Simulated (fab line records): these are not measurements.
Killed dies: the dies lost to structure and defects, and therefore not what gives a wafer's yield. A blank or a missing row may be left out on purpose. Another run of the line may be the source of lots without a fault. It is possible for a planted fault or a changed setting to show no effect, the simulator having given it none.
Split-lot experiment :: flow n5 finfet :: 7 lots, 39 wafers read, on a route of 1938 steps

== THE SPLIT ==
At N5_PMOS_HMC_CHANNEL_EPI_HM_DEP_34 (deposits SiO2 from TEOS/O2, target thk 36 nm, time 6.9 s), the setting target thk a was moved away from the recipe's 360 angstrom on 15 of the 39 wafers read, by -34.8% to +52.4%. This setting was run at the recipe's value on the other wafers.

The reading is taken at the split's own step.

== THE READING ==
SiO2_of_PMOS_HMC_CHANNEL_EPI_HM_DEP_34.thk nm (the simulator's own value, which no gauge read), in nm, at N5_PMOS_HMC_CHANNEL_EPI_HM_DEP_34 (deposits SiO2 from TEOS/O2, target thk 36 nm, time 6.9 s). There is no usual value for it anywhere in the file. Across the 24 wafers here that went through the recipe, the average is 35.95 nm and the standard deviation 0.5 nm.

wafer: L085.1
tool, chamber at the split: pecvd-02, 2
target thk a as run, angstrom: 360
against the recipe: recipe
SiO2_of_PMOS_HMC_CHANNEL_EPI_HM_DEP_34.thk nm, nm: 36.97
against lot-mates on the recipe: -

wafer: L085.2
tool, chamber at the split: pecvd-02, 0
target thk a as run, angstrom: 360
against the recipe: recipe
SiO2_of_PMOS_HMC_CHANNEL_EPI_HM_DEP_34.thk nm, nm: 35.94
against lot-mates on the recipe: -

wafer: L085.3
tool, chamber at the split: pecvd-02, 1
target thk a as run, angstrom: 533.2
against the recipe: +48.1%
SiO2_of_PMOS_HMC_CHANNEL_EPI_HM_DEP_34.thk nm, nm: 53.44
against lot-mates on the recipe: +16.89

wafer: L085.4
tool, chamber at the split: pecvd-02, 1
target thk a as run, angstrom: 360
against the recipe: recipe
SiO2_of_PMOS_HMC_CHANNEL_EPI_HM_DEP_34.thk nm, nm: 36.73
against lot-mates on the recipe: -

wafer: L085.5
tool, chamber at the split: pecvd-02, 2
target thk a as run, angstrom: 533.2
against the recipe: +48.1%
SiO2_of_PMOS_HMC_CHANNEL_EPI_HM_DEP_34.thk nm, nm: 54.71
against lot-mates on the recipe: +18.16

wafer: L085.6
tool, chamber at the split: pecvd-02, 0
target thk a as run, angstrom: 533.2
against the recipe: +48.1%
SiO2_of_PMOS_HMC_CHANNEL_EPI_HM_DEP_34.thk nm, nm: 53.76
against lot-mates on the recipe: +17.21

wafer: L087.1
tool, chamber at the split: pecvd-03, 2
target thk a as run, angstrom: 234.8
against the recipe: -34.8%
SiO2_of_PMOS_HMC_CHANNEL_EPI_HM_DEP_34.thk nm, nm: 23.09
against lot-mates on the recipe: -12.68

wafer: L087.2
tool, chamber at the split: pecvd-03, 1
target thk a as run, angstrom: 234.8
against the recipe: -34.8%
SiO2_of_PMOS_HMC_CHANNEL_EPI_HM_DEP_34.thk nm, nm: 23.16
against lot-mates on the recipe: -12.61

wafer: L087.3
tool, chamber at the split: pecvd-03, 0
target thk a as run, angstrom: 360
against the recipe: recipe
SiO2_of_PMOS_HMC_CHANNEL_EPI_HM_DEP_34.thk nm, nm: 35.39
against lot-mates on the recipe: -

wafer: L087.4
tool, chamber at the split: pecvd-03, 2
target thk a as run, angstrom: 234.8
against the recipe: -34.8%
SiO2_of_PMOS_HMC_CHANNEL_EPI_HM_DEP_34.thk nm, nm: 23.78
against lot-mates on the recipe: -11.99

wafer: L087.5
tool, chamber at the split: pecvd-03, 0
target thk a as run, angstrom: 360
against the recipe: recipe
SiO2_of_PMOS_HMC_CHANNEL_EPI_HM_DEP_34.thk nm, nm: 35.72
against lot-mates on the recipe: -

wafer: L087.6
tool, chamber at the split: pecvd-03, 1
target thk a as run, angstrom: 360
against the recipe: recipe
SiO2_of_PMOS_HMC_CHANNEL_EPI_HM_DEP_34.thk nm, nm: 36.21
against lot-mates on the recipe: -

wafer: L090.1
tool, chamber at the split: pecvd-03, 2
target thk a as run, angstrom: 360
against the recipe: recipe
SiO2_of_PMOS_HMC_CHANNEL_EPI_HM_DEP_34.thk nm, nm: 35.68
against lot-mates on the recipe: -

wafer: L090.2
tool, chamber at the split: pecvd-03, 1
target thk a as run, angstrom: 360
against the recipe: recipe
SiO2_of_PMOS_HMC_CHANNEL_EPI_HM_DEP_34.thk nm, nm: 35.33
against lot-mates on the recipe: -

wafer: L090.3
tool, chamber at the split: pecvd-03, 0
target thk a as run, angstrom: 360
against the recipe: recipe
SiO2_of_PMOS_HMC_CHANNEL_EPI_HM_DEP_34.thk nm, nm: 35.55
against lot-mates on the recipe: -

wafer: L090.4
tool, chamber at the split: pecvd-03, 1
target thk a as run, angstrom: 360
against the recipe: recipe
SiO2_of_PMOS_HMC_CHANNEL_EPI_HM_DEP_34.thk nm, nm: 35.84
against lot-mates on the recipe: -

wafer: L090.5
tool, chamber at the split: pecvd-03, 2
target thk a as run, angstrom: 360
against the recipe: recipe
SiO2_of_PMOS_HMC_CHANNEL_EPI_HM_DEP_34.thk nm, nm: 36.24
against lot-mates on the recipe: -

wafer: L090.6
tool, chamber at the split: pecvd-03, 0
target thk a as run, angstrom: 360
against the recipe: recipe
SiO2_of_PMOS_HMC_CHANNEL_EPI_HM_DEP_34.thk nm, nm: 35.91
against lot-mates on the recipe: -

wafer: L091.1
tool, chamber at the split: pecvd-03, 2
target thk a as run, angstrom: 360
against the recipe: recipe
SiO2_of_PMOS_HMC_CHANNEL_EPI_HM_DEP_34.thk nm, nm: 35.85
against lot-mates on the recipe: -

wafer: L091.2
tool, chamber at the split: pecvd-03, 0
target thk a as run, angstrom: 360
against the recipe: recipe
SiO2_of_PMOS_HMC_CHANNEL_EPI_HM_DEP_34.thk nm, nm: 34.78
against lot-mates on the recipe: -

wafer: L091.3
tool, chamber at the split: pecvd-03, 1
target thk a as run, angstrom: 491.5
against the recipe: +36.5%
SiO2_of_PMOS_HMC_CHANNEL_EPI_HM_DEP_34.thk nm, nm: 48.24
against lot-mates on the recipe: +12.61

wafer: L091.4
tool, chamber at the split: pecvd-03, 1
target thk a as run, angstrom: 491.5
against the recipe: +36.5%
SiO2_of_PMOS_HMC_CHANNEL_EPI_HM_DEP_34.thk nm, nm: 49.09
against lot-mates on the recipe: +13.46

wafer: L091.5
tool, chamber at the split: pecvd-03, 0
target thk a as run, angstrom: 491.5
against the recipe: +36.5%
SiO2_of_PMOS_HMC_CHANNEL_EPI_HM_DEP_34.thk nm, nm: 48.78
against lot-mates on the recipe: +13.15

wafer: L091.6
tool, chamber at the split: pecvd-03, 2
target thk a as run, angstrom: 360
against the recipe: recipe
SiO2_of_PMOS_HMC_CHANNEL_EPI_HM_DEP_34.thk nm, nm: 36.25
against lot-mates on the recipe: -

wafer: L092.1
tool, chamber at the split: pecvd-01, 2
target thk a as run, angstrom: 360
against the recipe: recipe
SiO2_of_PMOS_HMC_CHANNEL_EPI_HM_DEP_34.thk nm, nm: 36.47
against lot-mates on the recipe: -

wafer: L092.2
tool, chamber at the split: pecvd-01, 0
target thk a as run, angstrom: 548.7
against the recipe: +52.4%
SiO2_of_PMOS_HMC_CHANNEL_EPI_HM_DEP_34.thk nm, nm: 54.76
against lot-mates on the recipe: +18.40

wafer: L092.3
tool, chamber at the split: pecvd-01, 1
target thk a as run, angstrom: 360
against the recipe: recipe
SiO2_of_PMOS_HMC_CHANNEL_EPI_HM_DEP_34.thk nm, nm: 35.87
against lot-mates on the recipe: -

wafer: L092.4
tool, chamber at the split: pecvd-01, 1
target thk a as run, angstrom: 360
against the recipe: recipe
SiO2_of_PMOS_HMC_CHANNEL_EPI_HM_DEP_34.thk nm, nm: 36.73
against lot-mates on the recipe: -

wafer: L092.5
tool, chamber at the split: pecvd-01, 2
target thk a as run, angstrom: 548.7
against the recipe: +52.4%
SiO2_of_PMOS_HMC_CHANNEL_EPI_HM_DEP_34.thk nm, nm: 55.75
against lot-mates on the recipe: +19.39

wafer: L092.6
tool, chamber at the split: pecvd-01, 0
target thk a as run, angstrom: 548.7
against the recipe: +52.4%
SiO2_of_PMOS_HMC_CHANNEL_EPI_HM_DEP_34.thk nm, nm: 55.36
against lot-mates on the recipe: +19.00

wafer: L093.1
tool, chamber at the split: pecvd-01, 2
target thk a as run, angstrom: 360
against the recipe: recipe
SiO2_of_PMOS_HMC_CHANNEL_EPI_HM_DEP_34.thk nm, nm: 35.72
against lot-mates on the recipe: -

wafer: L093.2
tool, chamber at the split: pecvd-01, 0
target thk a as run, angstrom: 360
against the recipe: recipe
SiO2_of_PMOS_HMC_CHANNEL_EPI_HM_DEP_34.thk nm, nm: 35.53
against lot-mates on the recipe: -

wafer: L093.3
tool, chamber at the split: pecvd-01, 1
target thk a as run, angstrom: 472.7
against the recipe: +31.3%
SiO2_of_PMOS_HMC_CHANNEL_EPI_HM_DEP_34.thk nm, nm: 46.97
against lot-mates on the recipe: +11.02

wafer: L093.4
tool, chamber at the split: pecvd-01, 0
target thk a as run, angstrom: 360
against the recipe: recipe
SiO2_of_PMOS_HMC_CHANNEL_EPI_HM_DEP_34.thk nm, nm: 36.59
against lot-mates on the recipe: -

wafer: L093.5
tool, chamber at the split: pecvd-01, 1
target thk a as run, angstrom: 472.7
against the recipe: +31.3%
SiO2_of_PMOS_HMC_CHANNEL_EPI_HM_DEP_34.thk nm, nm: 48.02
against lot-mates on the recipe: +12.07

wafer: L093.6
tool, chamber at the split: pecvd-01, 2
target thk a as run, angstrom: 472.7
against the recipe: +31.3%
SiO2_of_PMOS_HMC_CHANNEL_EPI_HM_DEP_34.thk nm, nm: 47.51
against lot-mates on the recipe: +11.56

wafer: L096.1
tool, chamber at the split: pecvd-03, 1
target thk a as run, angstrom: 360
against the recipe: recipe
SiO2_of_PMOS_HMC_CHANNEL_EPI_HM_DEP_34.thk nm, nm: 35.65
against lot-mates on the recipe: -

wafer: L096.2
tool, chamber at the split: pecvd-03, 2
target thk a as run, angstrom: 360
against the recipe: recipe
SiO2_of_PMOS_HMC_CHANNEL_EPI_HM_DEP_34.thk nm, nm: 35.54
against lot-mates on the recipe: -

wafer: L096.5
tool, chamber at the split: pecvd-03, 1
target thk a as run, angstrom: 360
against the recipe: recipe
SiO2_of_PMOS_HMC_CHANNEL_EPI_HM_DEP_34.thk nm, nm: 36.21
against lot-mates on the recipe: -

THE FIT
A straight line over all 39 wafers: SiO2_of_PMOS_HMC_CHANNEL_EPI_HM_DEP_34.thk nm changes by +0.366 nm for each +1% of target thk a; r = +1.00; the points scatter about the line by 0.53 nm.
The same after taking each lot's own level away (the mean of its wafers on the recipe; 39 wafers): +0.361 nm for each +1%; r = +1.00; scatter 0.43 nm.
Per that fit: largest target thk a move, reading shift of 19 nm.
The span of the lots' own levels, 35.627 to 36.547 nm, comes to 1.8 times the standard deviation stated above.
Consequently the slope shifts little with the lot-to-lot level, the two slopes agreeing.
Check: +19 nm against its lot-mates is what the line predicts for one of the wafers moved furthest among these (+52.4%) when that wafer is left out of the fit. It came out at +18.4 nm against them.

== ADDITIONAL SPLITS CARRIED BY THESE WAFERS ==
Other splits were also applied to these wafers ahead of the reading. Each is held against what the fit with the lots' levels taken away leaves over:
other split on the same wafers: N5_ZERO_LAYER_DEVELOP_10 develop time s
wafers away from the commonest value: 15
r with SiO2_of_PMOS_HMC_CHANNEL_EPI_HM_DEP_34.thk nm (lot level and that fit taken away): +0.17

== FILE'S OWN FIT ==
SiO2_of_PMOS_HMC_CHANNEL_EPI_HM_DEP_34.thk nm changes by +0.361 nm for each +1% of target thk a, r = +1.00.
